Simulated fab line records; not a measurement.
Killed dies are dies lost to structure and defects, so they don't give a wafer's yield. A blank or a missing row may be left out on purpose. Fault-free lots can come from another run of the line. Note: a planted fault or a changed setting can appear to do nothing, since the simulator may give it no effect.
Matching of chambers	flow n5-finfet	N5_FIN_SAQP_PECVD_47 on pecvd-03 has 3 sister chambers
The step deposits a-Si from SiH4/He, target thk 45 nm, time 36.3 s. 3 wafers are shown with their chamber, then 7 later ones without.

WAFERS PAIRED WITH THEIR CHAMBERS
wafer	chamber	showerhead-plenum-p-Torr (Torr)
L084.5	2	5.63
L086.5	1	5.63
L090.4	0	5.69

WAFERS WITHOUT THEIR CHAMBER
wafer	showerhead-plenum-p-Torr (Torr)
L090.6	5.61
L096.1	5.63
L096.2	5.71
L096.4	5.70
L097.1	5.62
L097.4	5.70
L097.6	5.62

CHAMBER TAKEN BY EACH
wafer	from the rows above	in truth
L090.6	can't be placed: 1 or 2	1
L096.1	can't be placed: 1 or 2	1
L096.2	0	0
L096.4	0	0
L097.1	can't be placed: 1 or 2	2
L097.4	0	0
L097.6	can't be placed: 1 or 2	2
Placed correctly: 3 of 7. From these rows, 4 cannot be placed; in 4 the true chamber is one of the candidates. Number placed wrongly: 0.
How it was worked out, from the rows above alone: a wafer's distance from a chamber is the root of the sum, over the readings, of the square of ((its reading less the chamber's mean) divided by the reading's scatter). If the next closest chamber is less than 2 further off than the closest, the wafer can't be placed; otherwise it belongs to the closest. A chamber's mean is the mean of its shown wafers. The scatter: root of mean squared gap, hidden wafer to nearest shown wafer, with one shown wafer a chamber.
